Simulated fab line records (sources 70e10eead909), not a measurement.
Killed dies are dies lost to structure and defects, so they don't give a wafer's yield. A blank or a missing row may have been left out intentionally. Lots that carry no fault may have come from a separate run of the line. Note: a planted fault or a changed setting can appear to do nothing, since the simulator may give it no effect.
A sampling plan put to the test + flow nand_harc + each of the 16 faults these records tell of, on one fab line, judged from the records of the lots it struck
The plan consists of the line's own looks: route steps at which the wafer is read by a gauge or an inspection but not changed. Where struck wafers have a number at a look and the file lists that look's usual mean and standard deviation on fault-free wafers, the look can be judged. Caught: at a look after the fault's first step, the mean of the struck wafers lies 4 or more of those standard deviations (sigma) from the usual mean. On the tool: the fault's steps, tested the same way using the tool's own readings. Caught also covers a different recipe on the struck wafers, or a record left blank for those wafers only.

== THE FAULTS, as the simulator had put them in ==
1. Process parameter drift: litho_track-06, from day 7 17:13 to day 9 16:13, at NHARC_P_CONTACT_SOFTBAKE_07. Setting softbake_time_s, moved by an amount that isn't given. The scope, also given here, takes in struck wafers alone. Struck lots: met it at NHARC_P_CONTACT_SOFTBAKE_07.
2. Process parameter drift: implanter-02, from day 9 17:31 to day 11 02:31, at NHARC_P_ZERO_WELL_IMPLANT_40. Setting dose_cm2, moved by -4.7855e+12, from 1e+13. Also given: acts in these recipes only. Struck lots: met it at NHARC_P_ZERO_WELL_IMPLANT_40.
3. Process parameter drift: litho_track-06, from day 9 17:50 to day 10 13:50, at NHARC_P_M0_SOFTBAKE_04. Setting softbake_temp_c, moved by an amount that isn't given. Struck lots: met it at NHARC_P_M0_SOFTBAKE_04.
4. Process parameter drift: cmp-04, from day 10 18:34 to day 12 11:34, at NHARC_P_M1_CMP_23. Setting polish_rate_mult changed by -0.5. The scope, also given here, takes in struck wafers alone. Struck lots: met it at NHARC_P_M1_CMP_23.
5. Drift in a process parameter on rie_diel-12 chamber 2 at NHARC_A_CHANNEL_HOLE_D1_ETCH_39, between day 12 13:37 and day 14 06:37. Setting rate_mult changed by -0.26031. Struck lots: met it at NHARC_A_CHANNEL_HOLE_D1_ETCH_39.
6. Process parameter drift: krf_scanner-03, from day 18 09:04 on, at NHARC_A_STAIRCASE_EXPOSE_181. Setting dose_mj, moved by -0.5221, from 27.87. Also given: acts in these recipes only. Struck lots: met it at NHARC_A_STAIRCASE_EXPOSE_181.
7. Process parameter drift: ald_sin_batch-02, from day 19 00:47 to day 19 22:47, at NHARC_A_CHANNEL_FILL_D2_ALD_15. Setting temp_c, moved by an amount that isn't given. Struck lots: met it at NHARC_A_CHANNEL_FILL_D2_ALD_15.
8. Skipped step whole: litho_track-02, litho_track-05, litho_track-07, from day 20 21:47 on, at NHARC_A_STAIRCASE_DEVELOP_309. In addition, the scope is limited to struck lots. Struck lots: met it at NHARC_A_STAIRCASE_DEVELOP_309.
9. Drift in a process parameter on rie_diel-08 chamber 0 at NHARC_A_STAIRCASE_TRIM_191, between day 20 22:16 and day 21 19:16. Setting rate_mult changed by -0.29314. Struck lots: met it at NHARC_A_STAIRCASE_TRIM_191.
10. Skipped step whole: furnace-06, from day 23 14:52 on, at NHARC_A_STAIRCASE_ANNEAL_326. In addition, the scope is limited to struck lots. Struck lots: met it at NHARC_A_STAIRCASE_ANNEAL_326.
11. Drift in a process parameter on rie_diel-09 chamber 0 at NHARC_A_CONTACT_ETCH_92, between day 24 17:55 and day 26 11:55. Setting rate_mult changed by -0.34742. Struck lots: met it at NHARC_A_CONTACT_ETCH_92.
12. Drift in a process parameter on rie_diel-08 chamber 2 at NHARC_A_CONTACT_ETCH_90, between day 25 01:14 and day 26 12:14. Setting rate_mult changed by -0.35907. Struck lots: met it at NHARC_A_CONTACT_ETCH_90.
13. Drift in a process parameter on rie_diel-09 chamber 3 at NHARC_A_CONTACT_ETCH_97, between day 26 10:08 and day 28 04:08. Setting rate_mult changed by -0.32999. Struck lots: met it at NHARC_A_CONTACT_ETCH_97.
14. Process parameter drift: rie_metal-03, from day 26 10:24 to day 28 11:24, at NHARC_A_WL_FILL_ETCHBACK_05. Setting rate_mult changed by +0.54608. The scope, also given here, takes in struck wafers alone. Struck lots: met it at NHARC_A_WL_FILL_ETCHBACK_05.
15. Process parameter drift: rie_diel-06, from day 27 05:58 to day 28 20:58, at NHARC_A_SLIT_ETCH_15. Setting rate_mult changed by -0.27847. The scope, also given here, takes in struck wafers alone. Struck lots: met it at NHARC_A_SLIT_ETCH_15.
16. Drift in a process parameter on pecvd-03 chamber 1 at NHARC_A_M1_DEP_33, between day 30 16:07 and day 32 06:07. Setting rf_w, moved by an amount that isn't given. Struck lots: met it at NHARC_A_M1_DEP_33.

== WHAT THE PLAN SAW ==
| fault | on the tool itself                               | first look that catches it                      | reading, sigma       | median hours from its first step to that look | hours from the fault's start to the first struck lot there | judged looks passed uncaught |
|-------|--------------------------------------------------|-------------------------------------------------|----------------------|-----------------------------------------------|------------------------------------------------------------|------------------------------|
| 1     | heater_power_total_W +99 or beyond sigma         | none of the 2 looks that can be judged after it | -                    | -                                             | -                                                          | 2                            |
| 2     | dose_ions_cm2 -99 or beyond sigma                | none of the 3 looks that can be judged after it | -                    | -                                             | -                                                          | 3                            |
| 3     | heater_power_total_W -99 or beyond sigma         | not the one look that can be judged after it    | -                    | -                                             | -                                                          | 1                            |
| 4     | time_to_endpoint_s +4.0 sigma                    | NHARC_P_M1_INSPECT_27                           | raw_defect_count +15 | 0.5                                           | 10                                                         | 1                            |
| 5     | oes_product_au -21 sigma                         | NHARC_END_SORT_01                               | killed_dies +13      | 375.3                                         | 387                                                        | 0                            |
| 6     | exposure_dose_mJ_cm2 -19 sigma                   | no look after it can be judged                  | -                    | -                                             | -                                                          | 0                            |
| 7     | susceptor_temp_C +99 or beyond sigma             | no look after it can be judged                  | -                    | -                                             | -                                                          | 0                            |
| 8     | the tool's record is blank for the struck wafers | no look after it can be judged                  | -                    | -                                             | -                                                          | 0                            |
| 9     | oes_product_au -24 sigma                         | NHARC_END_SORT_01                               | killed_dies +21      | 200.8                                         | 211                                                        | 0                            |
| 10    | the tool's record is blank for the struck wafers | no look after it can be judged                  | -                    | -                                             | -                                                          | 0                            |
| 11    | oes_product_au -11 sigma                         | no look after it can be judged                  | -                    | -                                             | -                                                          | 0                            |
| 12    | oes_product_au -5.0 sigma                        | no look after it can be judged                  | -                    | -                                             | -                                                          | 0                            |
| 13    | oes_product_au -9.9 sigma                        | NHARC_END_SORT_01                               | killed_dies +14      | 55.0                                          | 54                                                         | 0                            |
| 14    | oes_product_au +40 sigma                         | not the one look that can be judged after it    | -                    | -                                             | -                                                          | 1                            |
| 15    | oes_product_au -24 sigma                         | NHARC_END_SORT_01                               | killed_dies +30      | 131.0                                         | 138                                                        | 0                            |
| 16    | rf_fwd_power_W +51 sigma                         | not the one look that can be judged after it    | -                    | -                                             | -                                                          | 1                            |
A dash: this means the fault isn't caught or the number doesn't appear in these records.

Caught at a look: 5 of 16. Caught on the tool: 16 of 16. By one or the other: 16 of 16.
Faults 1, 2, 3, 6, 7, 8, 10, 11, 12, 14, 16 were caught on the tool alone.

== THINNER SAMPLING ==
Were the look that catches a fault to measure just every second or every third lot (counted by lot number), the first struck lot would, at worst, be measured this late:
| fault | struck lots at that look, in order of time | every lot | every second lot | every third lot |
|-------|--------------------------------------------|-----------|------------------|-----------------|
| 4     | L126                                       | 10 h      | may miss it      | may miss it     |
| 5     | L854                                       | 387 h     | may miss it      | may miss it     |
| 9     | L953, L951                                 | 211 h     | may miss all 2   | may miss all 2  |
| 13    | L571, L574                                 | 54 h      | 87 h             | may miss all 2  |
| 15    | L849, L850                                 | 138 h     | 144 h            | may miss all 2  |
Hours are from the fault's start to the first struck lot that is measured. The limit of 4 sigma was tested on all struck wafers together, so one lot alone may lie under it. Other struck lots may not be in these records.

== THE LONGEST TIMED WAY FROM STEP TO LOOK ==
Fault 5: median gap of 375.3 hours between NHARC_A_CHANNEL_HOLE_D1_ETCH_39 and NHARC_END_SORT_01. No look between them can be judged.
